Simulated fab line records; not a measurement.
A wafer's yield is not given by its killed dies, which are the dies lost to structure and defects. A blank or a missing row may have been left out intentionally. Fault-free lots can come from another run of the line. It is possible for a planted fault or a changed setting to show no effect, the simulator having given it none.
fab line records	flow nand-harc
[record] lots = 12	wafers = 36	last-day = 23
route steps=1159 shown P_BONDPAD@351 A_BONDPAD@1080 END@1159
lots with no fault: from the same line, run without faults
start-h: hours from the record's first day to the start of the lot's first wafer shown	wait-h: hours from the lot's prior step to this one	" the same as in the row above	L1.1+2: a row that stands for several wafers	- no value present, or no start provided	* or withheld: withheld	< > ~ a bound
route shown NAME@n: names a module that has steps shown in the file, with the first one's number in the route	usual: average and standard deviation across the fault-free wafers	same: alike in all rows	chamber/n: place in a boat	sites: each site's reading	_std_site: standard deviation across them	_edge_site: outer sites' mean less inner sites'	radius-mm: for every site, how far away it sits from the centre of the wafer	mask NAME#n: copy n	behind: tool/chamber where the wafer was last shaped	hold: what put the lot on hold/how long, in hours/how the hold closed	device: names the non-switching transistor (n, p or np)	end of line: the route-end tests of the same wafers	for a step that has no rows: nothing shown but its recipe	killed: dies that structure and defects cost at the first sort, which is not the same as the wafer's yield	map: shows each die of a wafer: x if killed, . if not, _ if none is there
set.NAME: the run value of the setting; set.NAME@STEP: its run value at that earlier step	model.NAME: the simulator's own value behind a step, which no gauge read
the route's steps for a sample of lots (tables are steps, rows are wafers)
services: the hour from which a tool's chamber was out of use, counted from the record's first day as start-h (under 0 if before that day), plus the number of hours and why
[[steps]]
[step NHARC_P_BONDPAD_DEP_00]
[recipe] target-thk-a = 2500	temp-c = 370	target-thk-nm = 250	pressure-torr = 3	flow-sccm = 200	rf-w = 450	material = SiCN
[usual] heater-power-w = 617/75
lot.wafer	tool	chamber	start-h	wait-h	heater-power-w
L161.2	pecvd-02	1	134.59	-	550
L161.6	"	2	"	"	359
L161.4	"	0	"	"	597
L162.3	pecvd-01	1	141.47	-	622
L162.2	"	0	"	"	582
L162.5	"	1	"	"	648
L163.3	pecvd-04	1	145.40	-	663
L163.2	"	0	"	"	528
L163.6	"	0	"	"	544
L165.3	pecvd-01	1	154.23	-	639
L165.2	"	0	"	"	634
L165.5	"	2	"	"	659
L166.3	pecvd-01	2	157.24	-	645
L166.5	"	1	"	"	622
L166.4	"	2	"	"	657
L169.3	pecvd-04	2	171.38	-	672
L169.2	"	0	"	"	594
L169.6	"	1	"	"	664
L172.3	pecvd-01	0	193.31	-	652
L172.2	"	1	"	"	697
L172.4	"	2	"	"	699
L171.3	pecvd-04	0	194.12	-	651
L171.5	"	0	"	"	626
L171.4	"	1	"	"	568
L175.2	pecvd-01	0	206.74	-	529
L175.6	"	0	"	"	550
L175.5	"	1	"	"	622
L173.1	pecvd-01	0	208.48	-	583
L173.3	"	2	"	"	667
L173.4	"	1	"	"	566
L177.2	pecvd-04	1	225.70	-	695
L177.5	"	1	"	"	560
L177.6	"	2	"	"	632
L176.2	pecvd-04	0	226.38	-	641
L176.1	"	2	"	"	661
L176.6	"	0	"	"	663
[step NHARC_A_BONDPAD_ETCH_24]
[recipe] target-depth-a = 300	over-etch-frac = 0.3	time-s = 72.99	ion-energy-ev = 150	cf4-flow-sccm = 50	n2-flow-sccm = 100	ar-flow-sccm = 150	rf-w = 300	bias-w = 100	chemistry = CF4/N2
[usual] bias-w = 100.00/0.29	cf4-flow-sccm = 50.01/0.15	drypump-motor-current-A = 5.37/0.29	oes-product-au = 1.005/0.011	rf-vpp-V = 314.9/2.1	showerhead-plenum-p-Torr = 2.67/0.11	throttle-valve-pct = 19.794/0.0088
lot.wafer	tool	chamber	start-h	wait-h	bias-w	cf4-flow-sccm	drypump-motor-current-A	oes-product-au	rf-hours-counter-h	rf-vpp-V	showerhead-plenum-p-Torr	throttle-valve-pct
L163.3	rie-diel-11	2	-	-	99.81	49.91	5.50	1.020	1	312.5	2.47	19.787
L163.2	"	3	"	"	100.52	50.34	5.01	1.001	1	313.1	2.56	19.813
L163.6	"	0	"	"	99.44	50.22	5.25	1.029	-	315.3	2.74	19.797
L162.2	rie-diel-11	2	-	-	99.80	50.04	5.54	0.996	1	311.5	2.47	19.789
L162.3	"	3	"	"	100.08	50.11	5.03	0.984	1	314.4	2.56	19.803
L162.5	"	0	"	"	100.03	49.88	5.24	1.005	-	314.6	2.74	19.783
L165.2	rie-diel-07	3	-	-	99.75	50.09	5.58	0.997	4	317.0	2.77	19.791
L165.3	"	0	"	"	100.09	50.06	5.07	1.008	4	314.1	2.67	19.782
L165.5	"	0	"	"	99.88	49.99	5.06	0.998	-	315.9	2.67	19.798
L166.3	rie-diel-11	0	-	-	100.02	49.98	5.26	1.015	2	316.6	2.74	19.804
L166.4	"	1	"	"	100.25	50.19	5.63	0.994	2	318.2	2.80	19.785
L166.5	"	0	"	"	100.82	49.67	5.27	1.009	-	315.3	2.74	19.787
L161.2	rie-diel-07	2	-	-	100.13	49.98	5.43	0.978	7	315.6	2.68	19.790
L161.4	"	3	"	"	100.42	50.00	5.60	0.996	7	315.1	2.77	19.787
L161.6	"	0	"	"	99.70	50.30	5.07	1.006	-	314.3	2.67	19.793
L169.2	rie-diel-07	3	453.09	0.1	100.57	49.99	5.62	1.013	9	316.3	2.77	19.793
L169.3	"	0	"	"	99.53	49.81	5.09	1.021	10	313.5	2.67	19.800
L169.6	"	3	"	"	100.26	50.33	5.60	1.000	-	316.0	2.77	19.802
L172.4	rie-diel-11	0	-	-	99.72	49.96	5.24	1.008	3	316.7	2.74	19.787
L172.3	"	1	"	"	100.40	50.18	5.53	1.000	3	318.3	2.79	19.793
L172.2	"	2	"	"	100.17	49.90	5.49	0.997	3	311.1	2.47	19.805
L171.4	rie-diel-11	0	-	-	99.79	49.85	5.23	0.997	4	315.4	2.74	19.789
L171.3	"	1	"	"	99.91	50.04	5.61	0.996	4	316.7	2.79	19.795
L171.5	"	2	"	"	100.18	50.09	5.51	0.999	-	310.4	2.47	19.811
L175.2	rie-diel-11	1	-	-	100.38	50.19	5.61	0.999	4	316.1	2.80	19.803
L175.6	"	2	"	"	99.92	50.02	5.50	0.998	-	311.1	2.47	19.803
L175.5	"	3	"	"	99.73	49.97	5.02	1.006	-	313.6	2.56	19.782
L173.4	rie-diel-11	2	-	-	100.33	49.74	5.49	0.995	4	311.3	2.47	19.803
L173.1	"	3	"	"	100.20	49.96	5.01	1.011	4	313.3	2.56	19.791
L173.3	"	0	"	"	100.37	50.02	5.23	1.010	4	317.0	2.74	19.799
L176.1	rie-diel-07	1	-	-	99.94	50.11	5.50	1.004	20	316.8	2.76	19.790
L176.2	"	0	"	"	99.98	49.74	5.09	1.009	20	315.0	2.67	19.810
L176.6	"	2	"	"	99.85	50.04	5.43	0.981	-	314.3	2.67	19.791
L177.2	rie-diel-11	2	-	-	99.73	50.05	5.53	1.010	5	312.4	2.47	19.795
L177.6	"	1	"	"	100.00	49.98	5.59	0.993	-	317.8	2.79	19.791
L177.5	"	2	"	"	100.03	49.98	5.53	0.997	-	311.1	2.47	19.789
[step NHARC_A_BONDPAD_PRE_CLEAN_26]
[recipe] time-s = 30	temp-c = 280	gas = H2/He
[usual] heater-power-w = 405/40
lot.wafer	tool	chamber	start-h	wait-h	heater-power-w
L163.3	pvd-sputter-02	-	-	-	406
L163.2	"	-	"	"	517
L163.6	"	-	"	"	392
L162.3	pvd-sputter-02	-	-	-	527
L162.2	"	-	"	"	389
L162.5	"	-	"	"	518
L165.2	pvd-sputter-01	-	-	-	389
L165.3	"	-	"	"	430
L165.5	"	-	"	"	385
L166.3	pvd-sputter-01	-	-	-	370
L166.4	"	-	"	"	442
L166.5	"	-	"	"	387
L161.4	pvd-sputter-03	-	-	-	412
L161.2	"	-	"	"	391
L161.6	"	-	"	"	386
L169.2	pvd-sputter-03	-	-	-	398
L169.3	"	-	"	"	415
L169.6	"	-	"	"	407
L172.2	pvd-sputter-01	-	-	-	369
L172.4	"	-	"	"	371
L172.3	"	-	"	"	378
L171.4	pvd-sputter-01	-	-	-	438
L171.3	"	-	"	"	373
L171.5	"	-	"	"	394
L175.2	pvd-sputter-02	-	-	-	389
L175.5	"	-	"	"	391
L175.6	"	-	"	"	418
L173.4	pvd-sputter-01	-	-	-	375
L173.3	"	-	"	"	354
L173.1	"	-	"	"	447
L176.1	pvd-sputter-02	-	-	-	400
L176.2	"	-	"	"	381
L176.6	"	-	"	"	376
L177.2	pvd-sputter-02	-	-	-	384
L177.6	"	-	"	"	399
L177.5	"	-	"	"	378
[step NHARC_A_BONDPAD_ANNEAL_28]
[recipe] temp-c = 225	time-s = 90
[usual] wafer_temp_C_max = 225.97/0.25
lot.wafer	tool	chamber	start-h	wait-h	wafer_temp_C_max
L163.2	rtp-anneal-02	0	417.82	-	226.37
L163.3	"	0	"	"	226.20
L163.6	"	0	"	"	225.89
L162.2	rtp-anneal-02	0	420.74	-	225.50
L162.3	"	0	"	"	225.85
L162.5	"	0	"	"	226.10
L165.2	rtp-anneal-01	0	432.11	-	226.38
L165.3	"	0	"	"	226.34
L165.5	"	0	"	"	226.34
L166.3	rtp-anneal-01	0	436.67	0.5	225.64
L166.4	"	0	"	"	225.97
L166.5	"	0	"	"	225.88
L161.2	rtp-anneal-01	0	445.09	0.5	225.71
L161.4	"	0	"	"	225.93
L161.6	"	0	"	"	225.80
L169.2	rtp-anneal-01	0	454.31	-	225.76
L169.3	"	0	"	"	225.91
L169.6	"	0	"	"	226.30
L172.2	rtp-anneal-01	0	462.85	0.4	225.96
L172.3	"	0	"	"	225.77
L172.4	"	0	"	"	225.97
L171.3	rtp-anneal-02	0	484.84	-	226.13
L171.4	"	0	"	"	226.46
L171.5	"	0	"	"	226.11
L175.2	rtp-anneal-02	0	489.11	-	225.81
L175.5	"	0	"	"	225.57
L175.6	"	0	"	"	225.76
L173.1	rtp-anneal-02	0	495.38	0.3	225.67
L173.3	"	0	"	"	226.05
L173.4	"	0	"	"	226.02
L176.1	rtp-anneal-02	0	506.53	-	226.24
L176.2	"	0	"	"	225.86
L176.6	"	0	"	"	226.41
L177.2	rtp-anneal-01	0	514.62	0.3	225.69
L177.5	"	0	"	"	226.12
L177.6	"	0	"	"	225.95
[step NHARC_END_SORT_01]
[recipe] temp-c = 25
[usual] defect-limited-yield = 96.2/1.3	killed-at-array = 21/8.9	killed-at-other = 0.8/1.3	killed-at-periphery = 3.6/2.4	killed-dies = 26/8.9	killed-open = 3.1/1.8	killed-short = 1.9/1.3	sort_bin_2_pct = 1.2/0.54	sort_bin_3_pct = 0.21/0.17	sort_bin_4_pct = 2.4/0.91	sort-n-pass = 651/8.9	sort-rim-yield-pct = 95.0/2.8	sort-yield-pct = 96.2/1.3
[same] gross-dies = 677	sort_bin_5_pct[%] = 0	sort_bin_6_pct[%] = 0	sort_bin_7_pct[%] = 0	sort_bin_8_pct[%] = 0	sort-rim-n-gross = 106.00
lot.wafer	tool	chamber	start-h	wait-h	defect-limited-yield[%]	killed-at-array	killed-at-other	killed-at-periphery	killed-dies	killed-open	killed-short	sort_bin_2_pct[%]	sort_bin_3_pct[%]	sort_bin_4_pct[%]	sort-n-pass	sort-rim-yield-pct[%]	sort-yield-pct[%]
L173.1	prober-02	0	528.56	2.5	95.9	24	0	4	28	3	4	1.2	0.44	2.5	649	86.8	95.9
L173.3	prober-02	0	530.17	3.1	88.3	19	2	58	79	5	1	5.6	1.62	4.4	598	81.1	88.3
L173.4	prober-02	0	530.97	3.4	97.2	13	1	5	19	6	2	0.9	0.30	1.6	658	96.2	97.2
L177.2	prober-02	0	543.87	2.8	97.5	12	0	5	17	2	2	0.7	0.15	1.6	660	94.3	97.5
L177.5	prober-02	0	546.28	3.7	96.8	18	0	4	22	6	3	1.0	0.15	2.1	655	93.4	96.8
L177.6	prober-02	0	547.08	4.0	98.1	10	3	0	13	1	1	0.4	0.15	1.3	664	98.1	98.1
// killed by level:class
L173.1 A_SLIT:chamber-film-flake=11 A_CHANNEL_HOLE_D1:chamber-film-flake=4 A_WL_FILL:geometric-particle:short=2 P_STI:chamber-film-flake=2 P_M0:geometric-particle:open=1 A_CHANNEL_FILL_D1:geometric-particle:open=1 A_CHANNEL_FILL_D1:geometric-particle:short=1 A_SGD_CUT:geometric-particle:open=1
L173.3 P_BONDPAD:unspecified=54 A_SLIT:chamber-film-flake=11 A_CONTACT:chamber-film-flake=3 P_CONTACT:geometric-particle:open=2 A_CONTACT:geometric-particle:open=2 A_CHANNEL_HOLE_D1:chamber-film-flake=2 THIN_TSV:chamber-film-flake=2 P_GATE:geometric-particle:open=1
L173.4 A_SLIT:chamber-film-flake=5 A_WL_FILL:geometric-particle:open=2 P_CONTACT:geometric-particle:open=1 P_CONTACT:geometric-particle:short=1 P_M1:geometric-particle:open=1 A_ONON_D1:geometric-particle:short=1 A_CONTACT:geometric-particle:open=1 A_M1:geometric-particle:open=1
L177.2 A_CHANNEL_HOLE_D1:chamber-film-flake=5 A_CONTACT:chamber-film-flake=3 A_CONTACT:geometric-particle:short=1 P_BONDPAD:geometric-particle:open=1 A_SGD_CUT:geometric-particle:open=1 A_WL_FILL:geometric-particle:short=1 P_ZERO_WELL:chamber-film-flake=1 P_STI:chamber-film-flake=1
L177.5 A_CONTACT:geometric-particle:open=5 P_GATE:chamber-film-flake=3 A_CHANNEL_FILL_D1:geometric-particle:short=2 A_ZERO_WELL:chamber-film-flake=2 A_CHANNEL_HOLE_D1:chamber-film-flake=2 A_CONTACT:geometric-particle:short=1 A_M1:geometric-particle:open=1 P_ZERO_WELL:chamber-film-flake=1
L177.6 A_CONTACT:chamber-film-flake=4 A_CHANNEL_HOLE_D1:chamber-film-flake=3 THIN_TSV:chamber-film-flake=2 A_M0:geometric-particle:open=1 A_M0:geometric-particle:short=1 A_STAIRCASE:chamber-film-flake=1 HYBRID_BOND:latent=1
[[services]]
tool	chamber	start-h	hours	kind
pvd-sputter-01	-	158.36	10.0	pm
rie-diel-11	-	189.50	9.0	pm
pecvd-04	-	196.68	13.0	pm
pvd-sputter-02	-	214.02	10.0	pm
pecvd-01	1	216.04	15.7	repair
pecvd-01	-	237.10	13.0	pm
pvd-sputter-01	-	242.87	4.6	repair
pecvd-04	2	261.64	7.5	repair
rie-diel-11	2	262.22	11.2	repair
pecvd-01	-	269.52	1.0	repair
rie-diel-11	2	287.68	3.9	repair
rtp-anneal-02	-	300.28	12.0	pm
pecvd-04	-	329.46	3.8	repair
pvd-sputter-01	-	336.36	10.0	pm
rie-diel-11	-	366.50	9.0	pm
pecvd-04	-	377.73	13.0	pm
pvd-sputter-02	-	392.04	10.0	pm
pecvd-01	1	395.88	4.1	repair
pecvd-01	-	418.13	13.0	pm
rie-diel-11	1	437.11	3.8	repair
pecvd-04	-	452.11	0.3	repair
pecvd-01	1	473.60	7.0	repair
pecvd-04	-	473.98	2.5	repair
pvd-sputter-02	-	495.66	7.5	repair
[[key]]
[first-sign] step = NHARC_END_SORT_01	reading = killed-at-periphery	direction = up	sigmas = 22	usual = 3.6	struck = 58
[effect] step = NHARC_END_SORT_01	reading = killed-dies	direction = up	sigmas = 6	usual = 26	struck = 79
[more-kills-born-at] NHARC_P_BONDPAD_DEP_00@pecvd-01 = 54
met-at NHARC_P_BONDPAD_DEP_00
struck-lots L173
struck-wafers L173.3
not-acting-at NHARC_A_BONDPAD_ETCH_24,NHARC_A_BONDPAD_PRE_CLEAN_26,NHARC_A_BONDPAD_ANNEAL_28
onset-between 193.31 208.48
[fault] kind = chamber-particle-source	tool = pecvd-01	chamber = 2	onset-h = 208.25	steps = NHARC_P_BONDPAD_DEP_00	rate-per-visit-cm2 = 0.68992	end-h = 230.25
